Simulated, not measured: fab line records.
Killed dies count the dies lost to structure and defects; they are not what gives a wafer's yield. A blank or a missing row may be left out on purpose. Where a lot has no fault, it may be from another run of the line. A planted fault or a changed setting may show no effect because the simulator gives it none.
fab line records	flow nandHarc
[record] lots = 14	wafers = 42	lastDay = 24
route steps=1159 shown A_CONTACT@908 THIN_TSV@1125 END@1159
lots that met no fault: from a run of the same line without faults
startH: hours from the record's first day to the start of the lot's first wafer shown	waitH: hours since the lot's step before	" identical to the entry in the row above	L1.1+2: a single row standing in for several wafers	- either no value or no given start	* or withheld: withheld	< > ~ a bound
route shown NAME@n: a module of which the file shows steps, and the number in the route of the first	usual: the fault-free wafers' mean and standard deviation	same: alike in all rows	chamber/n: place in a boat	sites: the reading at each site	_std_site: the values' standard deviation	_edge_site: inner sites' mean taken away from outer sites' mean	radiusMm: for every site, how far away it sits from the centre of the wafer	mask NAME#n: copy n	behind: the last tool/chamber to shape the wafer	hold: cause of the lot's hold/its duration in hours/its outcome	device: whichever transistor did not switch (one of n, p or np)	end of line: tests run on the same wafers once the route is complete	a step with no rows: only its recipe	killed: dies lost to structure and defects at the first sort, not the wafer's yield	map: a wafer's dies, marking killed ones x, the rest . and places with no die _
set.NAME: setting as actually run; set.NAME@STEP: the setting as run at that earlier step	model.NAME: the simulator's own value behind a step, which no gauge read
route steps across a sampled set of lots; one table per step, one row per wafer
services: from which hour (startH, from the record's first day; less than 0 if before it) a tool's chamber was out of use, for how many hours, and why
[[steps]]
[step NHARC_A_CONTACT_ETCH_128]
[recipe] sourceW = withheld	pressureMtorr = 20	biasV = 1200	timeS = 155	targetDepthA = 9560	arFlowSccm = withheld	c4f8FlowSccm = withheld	o2FlowSccm = withheld	chemistry = C4F8/O2/Ar
lot.wafer	tool	chamber	startH	waitH	rfHoursCounterH
L991.1	harCapEtch-01	0	379.15	0.1	56
L991.2	"	1	"	"	56
L991.3	"	0	"	"	-
L992.2	harCapEtch-01	1	384.62	0.1	58
L992.1	"	0	"	"	58
L992.3	"	0	"	"	-
L994.1	harCapEtch-03	1	387.49	0.1	86
L994.3	"	0	"	"	-
L994.6	"	0	"	"	-
L996.1	harCapEtch-02	0	388.29	0.1	14
L996.2	"	1	"	"	14
L996.6	"	1	"	"	-
L993.1	harCapEtch-03	1	392.37	0.2	88
L993.4	"	0	"	"	-
L993.6	"	0	"	"	-
L995.1	harCapEtch-02	0	393.96	0.1	15
L995.3	"	0	"	"	-
L995.6	"	0	"	"	-
L998.2	harCapEtch-01	0	411.78	0.1	62
L998.4	"	1	"	"	-
L998.3	"	0	"	"	-
L103.4	harCapEtch-01	1	452.15	0.2	-
L103.3	"	0	"	"	-
L103.6	"	1	"	"	-
L106.3	harCapEtch-03	0	464.78	0.1	-
L106.6	"	1	"	"	-
L106.5	"	0	"	"	-
L108.2	harCapEtch-01	0	479.76	0.1	73
L108.3	"	1	"	"	-
L108.4	"	0	"	"	-
L107.2	harCapEtch-03	0	482.35	0.1	103
L107.5	"	1	"	"	-
L107.6	"	0	"	"	-
L110.2	harCapEtch-02	0	489.35	0.1	31
L110.3	"	0	"	"	-
L110.6	"	0	"	"	-
L109.2	harCapEtch-02	0	505.19	0.1	33
L109.6	"	1	"	"	-
L109.5	"	0	"	"	-
L112.1	harCapEtch-01	1	509.68	0.1	78
L112.2	"	0	"	"	78
L112.4	"	0	"	"	-
[step NHARC_THIN_TSV_ETCHBACK_48]
[recipe] targetDepthA = 10285	overEtchFrac = 0.3	timeS = 405.17	ionEnergyEv = 250	c4f8FlowSccm = withheld	arFlowSccm = withheld	rfW = 600	biasW = 300	chemistry = C4F8/Ar
[usual] oesProductAu = 0.95/0.032	rfVppV = 546/3.8
lot.wafer	tool	chamber	startH	waitH	oesProductAu	rfHoursCounterH	rfVppV
L991.1	rieDiel-07	1	423.91	-	0.96	1	545
L991.2	"	2	"	"	0.98	1	552
L991.3	"	0	"	"	0.95	0	551
L992.2	rieDiel-04	0	430.14	-	0.92	9	543
L992.1	"	1	"	"	0.93	9	550
L992.3	"	2	"	"	0.91	10	542
L996.2	rieDiel-04	1	435.45	-	0.93	10	552
L996.1	"	3	"	"	0.93	10	543
L996.6	"	0	"	"	0.97	-	544
L994.3	rieDiel-11	2	436.44	-	1.01	6	551
L994.1	"	0	"	"	0.99	7	550
L994.6	"	2	"	"	1.01	-	548
L995.1	rieDiel-07	0	437.66	-	0.99	2	552
L995.3	"	2	"	"	1.02	2	550
L995.6	"	0	"	"	0.98	-	551
L993.4	rieDiel-11	0	441.82	-	0.94	8	550
L993.1	"	1	"	"	0.97	7	546
L993.6	"	1	"	"	0.96	-	544
L998.3	rieDiel-11	2	457.58	-	0.93	9	550
L998.2	"	0	"	"	0.91	10	549
L998.4	"	1	"	"	0.93	8	544
L103.3	rieDiel-04	3	502.24	-	0.95	2	543
L103.4	"	2	"	"	0.93	3	542
L103.6	"	3	"	"	0.94	-	544
L106.3	rieDiel-07	1	516.82	-	0.98	7	546
L106.6	"	1	"	"	0.97	-	547
L106.5	"	2	"	"	0.98	-	552
L108.2	rieDiel-07	0	537.22	-	0.92	7	551
L108.3	"	1	"	"	0.92	7	546
L108.4	"	2	"	"	0.93	7	551
L107.2	rieDiel-04	1	538.56	-	0.96	6	551
L107.6	"	0	"	"	0.98	-	544
L107.5	"	1	"	"	0.97	-	551
L110.3	rieDiel-07	1	539.73	-	0.96	8	546
L110.2	"	2	"	"	0.99	7	552
L110.6	"	0	"	"	0.98	-	551
L109.2	rieDiel-07	1	548.36	-	0.91	8	544
L109.6	"	3	"	"	0.91	-	540
L109.5	"	0	"	"	0.93	-	552
L112.2	rieDiel-11	3	554.50	-	1.01	0	544
L112.1	"	1	"	"	1.01	0	545
L112.4	"	2	"	"	1.00	-	549
[step NHARC_THIN_TSV_PRE_CLEAN_54]
[recipe] timeS = 30	tempC = 280	gas = H2/He
[usual] heaterPowerW = 402/26
lot.wafer	tool	chamber	startH	waitH	heaterPowerW
L991.3	pvdSputter-02	-	426.51	0.1	342
L991.1	"	-	"	"	342
L991.2	"	-	"	"	410
L992.2	pvdSputter-01	-	432.70	0.1	392
L992.3	"	-	"	"	437
L992.1	"	-	"	"	389
L996.1	pvdSputter-01	-	438.04	0.1	424
L996.2	"	-	"	"	398
L996.6	"	-	"	"	412
L994.1	pvdSputter-03	-	439.22	0.1	431
L994.3	"	-	"	"	423
L994.6	"	-	"	"	380
L995.3	pvdSputter-01	-	440.24	0.1	408
L995.1	"	-	"	"	387
L995.6	"	-	"	"	402
L993.4	pvdSputter-01	-	444.50	0.0	416
L993.1	"	-	"	"	387
L993.6	"	-	"	"	433
L998.2	pvdSputter-01	-	460.41	0.1	385
L998.3	"	-	"	"	397
L998.4	"	-	"	"	400
L103.3	pvdSputter-03	-	504.85	0.0	433
L103.4	"	-	"	"	394
L103.6	"	-	"	"	423
L106.3	pvdSputter-02	-	519.59	0.1	396
L106.6	"	-	"	"	328
L106.5	"	-	"	"	413
L108.4	pvdSputter-03	-	540.04	0.1	435
L108.3	"	-	"	"	402
L108.2	"	-	"	"	428
L107.2	pvdSputter-01	-	541.87	0.1	376
L107.6	"	-	"	"	397
L107.5	"	-	"	"	399
L110.3	pvdSputter-02	-	542.29	0.0	414
L110.2	"	-	"	"	340
L110.6	"	-	"	"	426
L109.2	pvdSputter-03	-	550.97	0.1	407
L109.6	"	-	"	"	443
L109.5	"	-	"	"	382
L112.2	pvdSputter-01	-	557.95	0.0	396
L112.4	"	-	"	"	387
L112.1	"	-	"	"	423
[step NHARC_THIN_TSV_CD_MEAS_37]
[usual] cdNm = 5000/3
lot.wafer	tool	chamber	startH	waitH	cdNm
L991.1	cdSem-01	-	428.89	-	5001
L991.2	"	-	"	"	4999
L991.3	"	-	"	"	5003
L992.1	cdSem-01	-	435.22	-	4999
L992.2	"	-	"	"	5005
L992.3	"	-	"	"	5003
L996.1	cdSem-02	-	440.42	-	5000
L996.2	"	-	"	"	5002
L996.6	"	-	"	"	4995
L994.1	cdSem-03	-	441.73	-	5006
L994.3	"	-	"	"	4997
L994.6	"	-	"	"	5002
L995.1	cdSem-01	-	442.77	-	5000
L995.3	"	-	"	"	4994
L995.6	"	-	"	"	5001
L993.1	cdSem-01	-	447.03	-	5000
L993.4	"	-	"	"	5006
L993.6	"	-	"	"	5005
L998.2	cdSem-01	-	462.95	-	5001
L998.3	"	-	"	"	5000
L998.4	"	-	"	"	4997
L103.3	cdSem-01	-	507.22	-	4997
L103.4	"	-	"	"	5001
L103.6	"	-	"	"	5002
L106.3	cdSem-01	-	521.95	-	5003
L106.5	"	-	"	"	5002
L106.6	"	-	"	"	5001
L108.2	cdSem-03	-	542.94	-	4996
L108.3	"	-	"	"	5000
L108.4	"	-	"	"	4997
L107.2	cdSem-03	-	544.43	-	4999
L107.5	"	-	"	"	4996
L107.6	"	-	"	"	4999
L110.2	cdSem-03	-	545.08	-	5006
L110.3	"	-	"	"	5005
L110.6	"	-	"	"	4997
L109.2	cdSem-02	-	553.44	-	4998
L109.5	"	-	"	"	4997
L109.6	"	-	"	"	4999
L112.1	cdSem-02	-	560.44	-	5001
L112.2	"	-	"	"	5003
L112.4	"	-	"	"	4999
[step NHARC_END_SORT_01]
[recipe] tempC = 25
[usual] killedAtArray = 25/9.2	killedAtOther = 0.9/1.3	killedAtPeriphery = 3.3/2.3	killedDies = 29/9.6	killedOpen = 3.2/1.8	killedShort = 2/1.4
[same] grossDies = 677
lot.wafer	tool	chamber	startH	waitH	killedAtArray	killedAtOther	killedAtPeriphery	killedDies	killedOpen	killedShort
L103.3	prober-02	0	521.66	3.1	31	0	4	35	2	3
L103.4	prober-02	0	522.46	3.4	27	0	3	30	2	1
L103.6	prober-02	0	524.04	4.0	34	0	4	38	3	2
L106.3	prober-01	0	531.11	3.1	115	4	3	122	7	1
L106.5	prober-01	0	532.71	3.7	116	1	4	121	2	2
L106.6	prober-01	0	533.52	4.0	13	4	4	21	4	2
L107.2	prober-01	0	552.47	2.8	128	0	5	133	2	3
L107.5	prober-01	0	554.90	3.7	37	1	3	41	1	3
L107.6	prober-01	0	555.71	4.0	137	0	2	139	3	1
L108.2	prober-02	0	560.23	2.8	19	3	6	28	5	2
L108.3	prober-02	0	561.03	3.1	14	2	6	22	4	6
L108.4	prober-02	0	561.83	3.4	21	0	4	25	4	5
L110.2	prober-01	0	560.28	2.8	12	0	1	13	2	2
L110.3	prober-01	0	561.08	3.1	12	0	3	15	6	2
L110.6	prober-01	0	563.49	4.0	14	2	3	19	3	4
L109.5	prober-02	0	570.39	3.6	31	0	4	35	4	1
L109.6	prober-02	0	571.17	3.9	37	0	6	43	3	0
// killed by level:class
L103.3 A_CHANNEL_HOLE_D1:chamberFilmFlake=15 A_CHANNEL_FILL_D1:chamberFilmFlake=4 A_STAIRCASE:chamberFilmFlake=3 A_WL_FILL:chamberFilmFlake=3 P_M0:geometricParticle:open=2 P_ZERO_WELL:chamberFilmFlake=2 A_ZERO_WELL:chamberFilmFlake=2 A_ONON_D1:geometricParticle:short=1
L103.4 A_CHANNEL_HOLE_D1:chamberFilmFlake=12 A_STAIRCASE:chamberFilmFlake=6 A_CONTACT:chamberFilmFlake=3 P_ZERO_WELL:chamberFilmFlake=2 A_WL_FILL:chamberFilmFlake=2 A_ONON_D1:geometricParticle:short=1 A_CONTACT:geometricParticle:open=1 A_M0:geometricParticle:open=1
L103.6 A_CHANNEL_HOLE_D1:chamberFilmFlake=15 A_CHANNEL_FILL_D1:chamberFilmFlake=4 A_STAIRCASE:chamberFilmFlake=4 A_CONTACT:chamberFilmFlake=3 A_ZERO_WELL:chamberFilmFlake=3 P_ZERO_WELL:chamberFilmFlake=2 P_CONTACT:geometricParticle:open=1 A_SOURCE_PLATE:geometricParticle:open=1
L106.3 A_CONTACT:unspecified=107 THIN_TSV:chamberFilmFlake=3 A_CHANNEL_HOLE_D1:chamberFilmFlake=2 P_CONTACT:geometricParticle:open=1 P_M0:geometricParticle:open=1 A_SOURCE_PLATE:geometricParticle:open=1 A_CHANNEL_FILL_D1:geometricParticle:open=1 A_WL_FILL:geometricParticle:short=1
L106.5 A_CONTACT:unspecified=107 A_CHANNEL_HOLE_D1:chamberFilmFlake=6 P_M1:geometricParticle:open=1 P_M2:geometricParticle:open=1 P_M2:geometricParticle:short=1 A_WL_FILL:geometricParticle:short=1 P_STI:chamberFilmFlake=1 A_STAIRCASE:chamberFilmFlake=1
L106.6 THIN_TSV:chamberFilmFlake=4 A_WL_FILL:geometricParticle:open=2 A_CHANNEL_HOLE_D1:chamberFilmFlake=2 A_CHANNEL_FILL_D1:chamberFilmFlake=2 A_STAIRCASE:chamberFilmFlake=2 P_GATE:geometricParticle:short=1 P_GATE:geometricParticle:open=1 A_WL_FILL:geometricParticle:short=1
L107.2 A_CONTACT:unspecified=105 A_SLIT:chamberFilmFlake=11 A_CHANNEL_HOLE_D1:chamberFilmFlake=7 A_CONTACT:geometricParticle:short=2 A_CONTACT:geometricParticle:open=2 P_ZERO_WELL:chamberFilmFlake=2 P_CONTACT:chamberFilmFlake=2 P_M0:geometricParticle:short=1
L107.5 A_CHANNEL_HOLE_D1:chamberFilmFlake=14 A_SLIT:chamberFilmFlake=13 A_CONTACT:chamberFilmFlake=4 P_CONTACT:chamberFilmFlake=2 A_ONON_D1:geometricParticle:short=1 A_CHANNEL_FILL_D1:geometricParticle:short=1 A_CHANNEL_FILL_D1:geometricParticle:open=1 P_ZERO_WELL:chamberFilmFlake=1
L107.6 A_CONTACT:unspecified=104 A_CHANNEL_HOLE_D1:chamberFilmFlake=17 A_SLIT:chamberFilmFlake=9 A_CONTACT:geometricParticle:open=2 P_M1:chamberFilmFlake=2 A_CHANNEL_FILL_D1:chamberFilmFlake=2 A_SGD_CUT:geometricParticle:open=1 A_SGD_CUT:geometricParticle:short=1
L108.2 A_STAIRCASE:chamberFilmFlake=6 A_CHANNEL_HOLE_D1:chamberFilmFlake=4 P_ZERO_WELL:chamberFilmFlake=3 A_CONTACT:chamberFilmFlake=3 P_M0:geometricParticle:open=2 A_WL_FILL:chamberFilmFlake=2 THIN_TSV:chamberFilmFlake=2 P_CONTACT:geometricParticle:short=1
L110.2 A_CHANNEL_HOLE_D1:chamberFilmFlake=6 A_CONTACT:chamberFilmFlake=2 A_ONON_D1:geometricParticle:open=1 A_ONON_D1:geometricParticle:short=1 A_CONTACT:geometricParticle:open=1 A_M0:geometricParticle:short=1 P_STI:chamberFilmFlake=1
L108.3 A_CONTACT:chamberFilmFlake=5 A_STAIRCASE:chamberFilmFlake=3 A_CONTACT:geometricParticle:short=2 THIN_TSV:chamberFilmFlake=2 P_CONTACT:geometricParticle:short=1 P_CONTACT:geometricParticle:open=1 P_M0:geometricParticle:open=1 P_M0:geometricParticle:short=1
L110.3 A_CHANNEL_HOLE_D1:chamberFilmFlake=5 A_ONON_D1:geometricParticle:open=2 A_WL_FILL:geometricParticle:short=2 A_CONTACT:geometricParticle:open=2 P_CONTACT:geometricParticle:open=1 P_BONDPAD:geometricParticle:open=1 P_STI:chamberFilmFlake=1 A_CONTACT:chamberFilmFlake=1
L108.4 A_STAIRCASE:chamberFilmFlake=5 A_CONTACT:chamberFilmFlake=5 A_CHANNEL_HOLE_D1:chamberFilmFlake=4 A_WL_FILL:geometricParticle:short=3 P_STI:geometricParticle:short=1 P_CONTACT:geometricParticle:open=1 P_CONTACT:geometricParticle:short=1 A_CONTACT:geometricParticle:open=1
L110.6 A_CHANNEL_HOLE_D1:chamberFilmFlake=5 A_SLIT:chamberFilmFlake=2 A_CONTACT:chamberFilmFlake=2 P_GATE:geometricParticle:open=1 A_ONON_D1:geometricParticle:short=1 A_ONON_D1:geometricParticle:open=1 A_CHANNEL_FILL_D1:geometricParticle:open=1 A_WL_FILL:geometricParticle:short=1
L109.5 A_SLIT:chamberFilmFlake=11 A_CHANNEL_HOLE_D1:chamberFilmFlake=11 A_CONTACT:chamberFilmFlake=6 P_CONTACT:geometricParticle:open=1 P_M0:geometricParticle:open=1 A_ONON_D1:geometricParticle:open=1 A_CHANNEL_FILL_D1:geometricParticle:open=1 A_CHANNEL_FILL_D1:geometricParticle:short=1
L109.6 A_CHANNEL_HOLE_D1:chamberFilmFlake=20 A_SLIT:chamberFilmFlake=11 A_CONTACT:chamberFilmFlake=4 P_STI:geometricParticle:open=2 P_STI:chamberFilmFlake=2 P_M1:chamberFilmFlake=2 A_ONON_D1:geometricParticle:open=1 A_ZERO_WELL:chamberFilmFlake=1
[[services]]
tool	chamber	startH	hours	kind
rieDiel-11	1	356.98	3.8	repair
rieDiel-07	0	359.75	-	clean
rieDiel-07	1	359.75	-	clean
rieDiel-07	2	359.75	-	clean
rieDiel-11	-	366.55	9.0	pm
pvdSputter-02	-	385.65	1.3	repair
pvdSputter-02	-	392.03	10.0	pm
rieDiel-07	1	397.80	6.8	repair
pvdSputter-03	-	398.68	3.1	repair
rieDiel-04	0	403.57	8.0	repair
rieDiel-07	-	405.20	9.0	pm
pvdSputter-02	-	408.58	4.6	repair
pvdSputter-01	-	420.15	4.5	repair
pvdSputter-03	-	458.00	10.0	pm
rieDiel-04	-	465.95	9.0	pm
rieDiel-11	-	478.45	0.2	repair
rieDiel-07	2	479.52	4.0	repair
harCapEtch-03	-	496.44	0.7	repair
rieDiel-11	1	511.16	5.6	repair
pvdSputter-01	-	515.20	10.0	pm
rieDiel-11	-	543.59	9.0	pm
harCapEtch-03	-	545.00	17.0	pm
pvdSputter-01	-	553.30	3.9	repair
pvdSputter-03	-	555.20	2.9	repair
[[key]]
[firstSign] step = NHARC_END_SORT_01	reading = killedAtArray	direction = up	sigmas = 11	usual = 25	struck = 124
[effect] step = NHARC_END_SORT_01	reading = killedDies	direction = up	sigmas = 10	usual = 29	struck = 129
[moreKillsBornAt] NHARC_A_CONTACT_ETCH_128@harCapEtch-03 = 416
metAt NHARC_A_CONTACT_ETCH_128
struckLots L106,L107
struckWafers L106.3,L106.5,L107.2,L107.6
testerLeftOut L106,L107
notActingAt NHARC_THIN_TSV_ETCHBACK_48,NHARC_THIN_TSV_PRE_CLEAN_54,NHARC_THIN_TSV_CD_MEAS_37
onsetBetween 392.37 464.78
[fault] kind = chamberParticleSource	tool = harCapEtch-03	chamber = 0	onsetH = 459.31	steps = NHARC_A_CONTACT_ETCH_128	ratePerVisitCm2 = 2.1378	endH = 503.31
// testerLeftOut: of these lots the tester's yield and bins aren't shown, on N5 and GAA mostly nor the transistor test; their killed dies are dies lost to structure and defects alone, not to doping, threshold or leakage, so they don't give the yield
